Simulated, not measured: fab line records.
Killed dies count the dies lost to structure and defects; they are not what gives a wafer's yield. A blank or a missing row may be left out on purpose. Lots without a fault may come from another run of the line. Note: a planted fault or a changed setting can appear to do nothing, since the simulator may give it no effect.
fab line records | flow nand-harc
record lots=5 wafers=15 last-day=33
route steps=1302 shown A_M0@1140
lots untouched by any fault: they come from a run of this same line in which no faults occurred
start-h: start of the lot's first displayed wafer, in hours after the record's first day | wait-h: hours from the lot's prior step to this one | " identical to the entry in the row above | L1.1+2: a single row standing in for several wafers | - no value, or no start given | * or withheld: withheld | < > ~ a bound
route shown NAME@n: NAME is a module with steps in the file, n the number in the route of the first one | usual: the fault-free wafers' mean and standard deviation | same: alike in all rows | chamber/n: place in a boat | sites: each site's reading | _std_site: their standard deviation | _edge_site: inner sites' mean taken away from outer sites' mean | radius-mm: for every site, how far away it sits from the centre of the wafer | mask NAME#n: copy n | behind: the most recent tool/chamber to have shaped the wafer | hold: cause of the lot's hold/its duration in hours/its outcome | device: transistor that didn't switch, given as n, p or np | end of line: the route-end tests of the same wafers | a step without rows: its recipe alone | killed: dies lost to structure and defects at the first sort, not the wafer's yield | map: the dies of a wafer, with x for killed, . for not killed, _ for no die there
set.NAME: the setting as run; set.NAME@STEP: as run at that earlier step | model.NAME: the simulator's own value behind a step, which no gauge read
lots seen at some steps along the route; tables by step, rows by wafer
services: the hour from which a tool's chamber was out of use, counted from the record's first day as start-h (under 0 if before that day), plus the number of hours and why
## steps
# step NHARC_A_M0_COAT_33
# recipe temp-c=200 time-s=65
# step NHARC_A_M0_COAT_03
# recipe spin-rpm=1500 resist-thk-nm=90
# step NHARC_A_M0_SOFTBAKE_04
# recipe temp-c=105 time-s=55
# step NHARC_A_M0_EBR_05
# step NHARC_A_M0_EXPOSE_06
# recipe na=1.35 target-cd-nm=80 dose-mj=83.25 mask-id=A_M0
# step NHARC_A_M0_PEB_07
# recipe peb-temp-c=100 peb-time-s=65
# step NHARC_A_M0_DEVELOP_08
# recipe develop-time-s=35 dev-temp-c=23
# step NHARC_A_M0_CD_MEAS_09
# recipe target-cd-nm=80 landing-energy-ev=500
# usual cd-nm=79.8/0.99
# columns lot.wafer tool chamber start-h wait-h cd-nm
L826.2 cd-sem-01 0 528.85 - 79.5
L826.3 " 0 " " 77.4
L826.6 " 0 " " 79.6
L836.1 cd-sem-03 0 650.17 - 77.8
L836.2 " 0 " " 79.1
L836.4 " 0 " " 80.8
L846.1 cd-sem-01 0 743.11 - 78.9
L846.2 " 0 " " 80.4
L846.4 " 0 " " 80.3
L847.3 cd-sem-03 0 744.70 - 78.5
L847.4 " 0 " " 79.1
L847.6 " 0 " " 80.7
L848.1 cd-sem-01 0 753.66 - 80.5
L848.2 " 0 " " 79.1
L848.6 " 0 " " 79.3
# step NHARC_A_M0_OVL_MEAS_10
# recipe pitch-nm=160
# usual overlay-x-nm=0.0/0.74 overlay-y-nm=-0.1/0.91
# columns lot.wafer tool chamber start-h wait-h overlay-x-nm overlay-y-nm
L826.2 overlay-01 - 528.93 - 0.3 -0.5
L826.3 " - " " 0.2 -0.9
L826.6 " - " " 0.4 -0.9
L836.1 overlay-02 - 650.26 - 0.1 0.4
L836.2 " - " " 0.0 0.1
L836.4 " - " " -0.1 0.4
L846.1 overlay-01 - 743.20 - 0.5 0.0
L846.2 " - " " 0.5 -0.4
L846.4 " - " " 0.8 -0.7
L847.3 overlay-02 - 744.79 - 0.8 0.7
L847.4 " - " " -0.1 0.7
L847.6 " - " " -0.2 0.4
L848.1 overlay-02 - 753.75 - 0.5 1.6
L848.2 " - " " 0.4 0.9
L848.6 " - " " 0.5 1.4
# step NHARC_A_M0_INSPECT_11
# usual raw-defect-count=82/42
# columns lot.wafer tool chamber start-h wait-h raw-defect-count
L826.2 defect-inspect-01 - 528.97 0.0 68
L826.3 " - " " 68
L826.6 " - " " 47
L836.1 defect-inspect-01 - 650.29 0.0 51
L836.2 " - " " 43
L836.4 " - " " 38
L846.1 defect-inspect-02 - 743.24 0.0 103
L846.2 " - " " 132
L846.4 " - " " 109
L847.3 defect-inspect-01 - 744.82 0.0 16
L847.4 " - " " 24
L847.6 " - " " 15
L848.1 defect-inspect-01 - 753.78 0.0 79
L848.2 " - " " 70
L848.6 " - " " 61
# step NHARC_A_M0_DESCUM_14
# recipe time-s=3 o2-flow-sccm=200 ar-flow-sccm=0 bias-power-w=0 chemistry=O2
# usual drypump-motor-current-A=5.5/0.46 oes-product-au=0.998/0.011 rf-vpp-V=57.6/0.9 showerhead-plenum-p-Torr=1.88/0.088 throttle-valve-pct=11.310/0.0089
# columns lot.wafer tool chamber start-h wait-h drypump-motor-current-A oes-product-au rf-hours-counter-h rf-vpp-V showerhead-plenum-p-Torr throttle-valve-pct
L826.2 rie-diel-02 0 529.03 0.1 5.3 0.998 8.8 59.4 2.00 11.303
L826.3 " 3 " " 5.3 1.014 8.5 55.5 1.99 11.307
L826.6 " 2 " " 4.8 0.998 - 59.0 1.99 11.312
L836.4 rie-diel-08 2 650.36 0.1 5.4 0.994 6.4 58.5 1.78 11.311
L836.1 " 3 " " 6.1 0.992 7.1 56.9 1.94 11.291
L836.2 " 0 " " 5.9 0.999 6.6 56.0 1.81 11.280
L846.1 rie-diel-09 1 743.30 0.1 5.8 1.010 3.3 58.5 1.98 11.312
L846.4 " 2 " " 6.3 0.983 3.0 57.2 1.78 11.318
L846.2 " 0 " " 5.0 1.001 3.4 57.4 1.81 11.307
L847.3 rie-diel-08 1 744.88 0.1 4.9 1.000 0.6 55.9 1.82 11.308
L847.4 " 3 " " 6.0 1.009 1.0 57.6 1.93 11.308
L847.6 " 2 " " 5.4 1.000 - 58.6 1.78 11.306
L848.1 rie-diel-09 2 753.85 0.1 6.3 0.974 3.3 56.9 1.78 11.303
L848.2 " 0 " " 5.0 0.983 3.6 57.9 1.81 11.314
L848.6 " 2 " " 6.3 0.973 - 58.0 1.78 11.313
# step NHARC_A_M0_ETCH_34
# recipe target-depth-a=400 overetch-a=120 time-s=43.94 ion-energy-ev=200 n2-flow-sccm=150 h2-flow-sccm=150 ar-flow-sccm=0 rf-w=400 bias-w=150 chemistry=N2/H2
# usual drypump-motor-current-A=5.5/0.46 oes-product-au=1.000/0.012 rf-vpp-V=429.5/2.9 run-length-s=65.1/0.6 showerhead-plenum-p-Torr=2.00/0.096 throttle-valve-pct=14.172/0.009
# columns lot.wafer tool chamber start-h wait-h drypump-motor-current-A oes-product-au rf-hours-counter-h rf-vpp-V run-length-s showerhead-plenum-p-Torr throttle-valve-pct
L826.2 rie-diel-02 2 529.14 0.1 4.9 1.003 9.0 434.7 65.2 2.12 14.184
L826.3 " 3 " " 5.3 1.018 8.5 432.6 64.8 2.12 14.183
L826.6 " 0 " " 5.3 1.003 - 434.8 65.8 2.13 14.181
L836.2 rie-diel-08 2 650.44 0.1 5.4 1.007 6.4 426.3 65.6 1.89 14.166
L836.4 " 3 " " 6.1 0.994 7.1 430.8 65.8 2.06 14.162
L836.1 " 1 " " 4.9 1.013 7.3 426.8 64.5 1.94 14.167
L846.2 rie-diel-09 1 743.39 0.1 5.8 0.996 3.3 432.2 64.3 2.11 14.158
L846.4 " 2 " " 6.3 0.992 3.0 426.4 64.7 1.89 14.156
L846.1 " 0 " " 5.0 0.991 3.4 427.3 65.2 1.93 14.171
L847.3 rie-diel-08 3 744.97 0.1 6.0 0.997 1.0 430.5 65.7 2.06 14.168
L847.4 " 2 " " 5.4 1.012 1.0 425.9 65.2 1.89 14.173
L847.6 " 0 " " 5.9 0.996 - 427.0 65.8 1.92 14.169
L848.2 rie-diel-09 0 753.93 0.1 5.0 1.002 3.6 427.7 65.3 1.92 14.173
L848.1 " 2 " " 6.2 0.982 3.4 425.5 64.2 1.89 14.169
L848.6 " 0 " " 5.0 1.005 - 427.5 65.7 1.93 14.161
# step NHARC_A_M0_ETCH_15
# recipe target-depth-a=1500 overetch-a=150 time-s=82.5 c4f8-flow-sccm=withheld ar-flow-sccm=400 rf-w=600 bias-w=300 chemistry=C4F8/Ar
# usual oes-product-au=0.947/0.024 rf-vpp-V=439.5/2.8 run-length-s=103.6/0.62
# columns lot.wafer tool chamber start-h wait-h oes-product-au rf-hours-counter-h rf-vpp-V run-length-s
L826.3 rie-diel-02 3 529.23 - 0.973 8.6 441.4 103.3
L826.2 " 0 " " 0.965 8.8 443.1 104.1
L826.6 " 3 " " 0.988 - 442.3 103.6
L836.4 rie-diel-08 1 650.53 - 0.919 7.3 437.3 103.1
L836.2 " 2 " " 0.937 6.4 436.5 103.8
L836.1 " 0 " " 0.935 6.6 438.0 96.5
L846.2 rie-diel-09 1 743.47 - 0.957 3.3 442.8 103.0
L846.1 " 3 " " 0.991 3.1 442.6 103.6
L846.4 " 0 " " 0.957 3.4 438.3 103.8
L847.3 rie-diel-08 1 745.06 - 0.964 0.6 438.5 102.8
L847.4 " 0 " " 0.987 0.6 437.9 104.6
L847.6 " 2 " " 0.969 - 437.0 103.8
L848.2 rie-diel-09 2 754.02 - 0.949 3.4 437.3 103.1
L848.1 " 1 " " 0.965 3.7 443.4 102.7
L848.6 " 2 " " 0.950 - 436.4 103.2
# step NHARC_A_M0_CD_MEAS_16
# usual cd-nm=79.8/1.2
# columns lot.wafer tool chamber start-h wait-h cd-nm
L826.2 cd-sem-02 - 529.38 - 78.6
L826.3 " - " " 76.5
L826.6 " - " " 79.3
L836.1 cd-sem-01 - 650.65 - 77.7
L836.2 " - " " 80.6
L836.4 " - " " 80.2
L846.1 cd-sem-02 - 743.60 - 79.9
L846.2 " - " " 80.9
L846.4 " - " " 81.0
L847.3 cd-sem-01 - 745.19 - 79.3
L847.4 " - " " 78.7
L847.6 " - " " 79.4
L848.1 cd-sem-02 - 754.14 - 80.4
L848.2 " - " " 79.2
L848.6 " - " " 79.6
## services
# columns tool chamber start-h hours kind
rie-diel-09 0 506.16 - clean
rie-diel-09 1 506.16 - clean
rie-diel-09 2 506.16 - clean
rie-diel-09 3 506.16 - clean
rie-diel-08 0 523.97 - clean
rie-diel-08 1 523.97 - clean
rie-diel-08 2 523.97 - clean
rie-diel-08 3 523.97 - clean
rie-diel-02 1 526.08 8.1 repair
rie-diel-09 0 530.66 - clean
rie-diel-09 1 530.66 - clean
rie-diel-08 - 544.80 9.0 pm
rie-diel-02 2 562.91 7.4 repair
rie-diel-08 1 567.26 8.4 repair
rie-diel-02 - 570.70 9.0 pm
rie-diel-09 2 574.61 14.1 repair
rie-diel-08 2 612.46 20.7 repair
rie-diel-09 2 616.52 14.2 repair
rie-diel-09 1 650.24 4.6 repair
rie-diel-09 3 662.59 11.6 repair
rie-diel-09 - 674.16 9.0 pm
rie-diel-08 - 721.80 9.0 pm
rie-diel-02 2 741.10 4.7 repair
rie-diel-02 - 747.70 9.0 pm
## key
first-sign step=NHARC_A_M0_ETCH_15 reading=run-length-s direction=down sigmas=11 usual=* struck=*
effect none on later readings
met-at NHARC_A_M0_ETCH_15
struck-wafers L836.1
later-rows-left-out L836.1
sort-left-out L836.1
fault kind=process-parameter-drift tool=rie-diel-08 chamber=0 onset-h=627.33 steps=NHARC_A_M0_ETCH_15 channel=time-s offset=* shape=step end-h=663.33 acts-in=* stated=*
# sort-left-out: the simulated sort isn't trusted on such a fault, so these wafers' sort isn't shown, and their yield isn't known
# later-rows-left-out: the simulator's readings of these wafers behind a module that went badly wrong aren't trusted and aren't shown, but for the sort
